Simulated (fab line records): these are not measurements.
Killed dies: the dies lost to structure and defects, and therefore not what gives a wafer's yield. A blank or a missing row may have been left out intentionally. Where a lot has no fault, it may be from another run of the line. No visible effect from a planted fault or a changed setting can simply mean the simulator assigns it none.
Split-lot trial -- flow n5 finfet -- 7 lots, 21 wafers read, on a route of 1938 steps

ON THE SPLIT
At N5_BEOL_M7_ILD_DEP_00 (deposits SiCOH lowk from DEMS/porogen, target thk 179.75 nm, time 33.4 s), the setting time s was moved away from the recipe's 33.4 s on 8 of the 21 wafers read, by -14.9% to +7.0%. For the rest of the wafers, this setting stayed at what the recipe calls for.

SPLIT TO READING: what lies between them in the file, 1 step
- N5_BEOL_M7_CURE_74: cures SiCOH lowk, time 240 s

THE READING
M7_ILD_THK in nanometres, read at N5_BEOL_M7_THK_MEAS_01. Typical for fault-free wafers on this fab line: 155.1 nm, with standard deviation 2.1 nm.

wafer,"tool, chamber at the split","time s as run, s",against the recipe,"M7_ILD_THK, nm",against lot-mates on the recipe
L074.1,"pecvd-04, 2",33.4,recipe,153.7,-
L074.3,"pecvd-04, 1",31.64,-5.3%,149.4,-6.5
L074.6,"pecvd-04, 1",33.4,recipe,158.2,-
L080.1,"pecvd-04, 1",31.47,-5.8%,146.8,-12.3
L080.2,"pecvd-04, 0",31.47,-5.8%,145.4,-13.7
L080.6,"pecvd-04, 0",33.4,recipe,159.1,-
L087.2,"pecvd-02, 2",33.4,recipe,152.5,-
L087.4,"pecvd-02, 0",35.73,+7.0%,166.3,+13.5
L087.5,"pecvd-02, 2",33.4,recipe,153.1,-
L090.1,"pecvd-01, 1",33.4,recipe,152.3,-
L090.3,"pecvd-01, 2",33.4,recipe,153.5,-
L090.6,"pecvd-01, 2",33.4,recipe,154.0,-
L088.2,"pecvd-02, 2",28.42,-14.9%,130.6,-25.7
L088.5,"pecvd-02, 0",28.42,-14.9%,133.2,-23.1
L088.6,"pecvd-02, 2",33.4,recipe,156.3,-
L095.3,"pecvd-01, 1",33.4,recipe,158.4,-
L095.4,"pecvd-01, 2",33.4,recipe,154.5,-
L095.6,"pecvd-01, 1",31.03,-7.1%,146.7,-9.8
L093.1,"pecvd-04, 1",33.4,recipe,155.5,-
L093.4,"pecvd-04, 1",33.4,recipe,156.4,-
L093.6,"pecvd-04, 2",29.02,-13.1%,136.1,-19.8

FIT RESULTS
A straight line over all 21 wafers: M7_ILD_THK changes by +1.52 nm for each +1% of time s; r = +0.97; the points scatter about the line by 2.1 nm.
The same after taking each lot's own level away (the mean of its wafers on the recipe; 21 wafers): +1.65 nm for each +1%; r = +0.98; scatter 1.8 nm.
On that fit, the largest move of time s shifts the reading by 25 nm.
From 152.80 to 159.10 nm: that is the span of the lots' own levels, equal to 3.0 times the standard deviation above.
Hence the lot-to-lot level has little effect on the slope; both slopes agree.
Check: with one of the wafers moved furthest among these (-14.9%) left out of the fit, the line predicts -24.2 nm for it against its lot-mates. It came out at -25.7 nm against them.

FURTHER SPLITS ON THESE WAFERS
Before the reading, these wafers also passed through other splits. Each is held against what the fit with the lots' levels taken away leaves over:
other split on the same wafers,wafers away from the commonest value,r with M7_ILD_THK (lot level and that fit taken away)
N5_BEOL_M5_EXPOSE_25 dose mj,4,+0.22
N5_BEOL_M6_EXPOSE_25 dose mj,5,-0.17
N5_BEOL_M6_ETCH_66 source w,6,-0.12

THE WHOLE CHAIN: every reading that the file lists as answering this split, in the file's order
step,what it does,reading,change (the file's fit),r (the file's)
N5_BEOL_M7_ILD_DEP_00,"deposits SiCOH lowk from DEMS/porogen, target thk 179.75 nm, time 33.4 s","SiCOH_lowk_of_BEOL_M7_ILD_DEP_00.thk nm (the simulator's own value, which no gauge read)",+1.86 nm for each +1% of the setting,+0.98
N5_BEOL_M7_CURE_74,"cures SiCOH lowk, time 240 s","SiCOH_lowk_of_BEOL_M7_ILD_DEP_00.thk nm (the simulator's own value, which no gauge read)",+1.62 nm for each +1% of the setting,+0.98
N5_BEOL_M7_THK_MEAS_01,,M7_ILD_THK,+1.62 for each +1% of the setting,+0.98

FILE'S OWN FIT
M7_ILD_THK changes by +1.62 nm for each +1% of time s, r = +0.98.
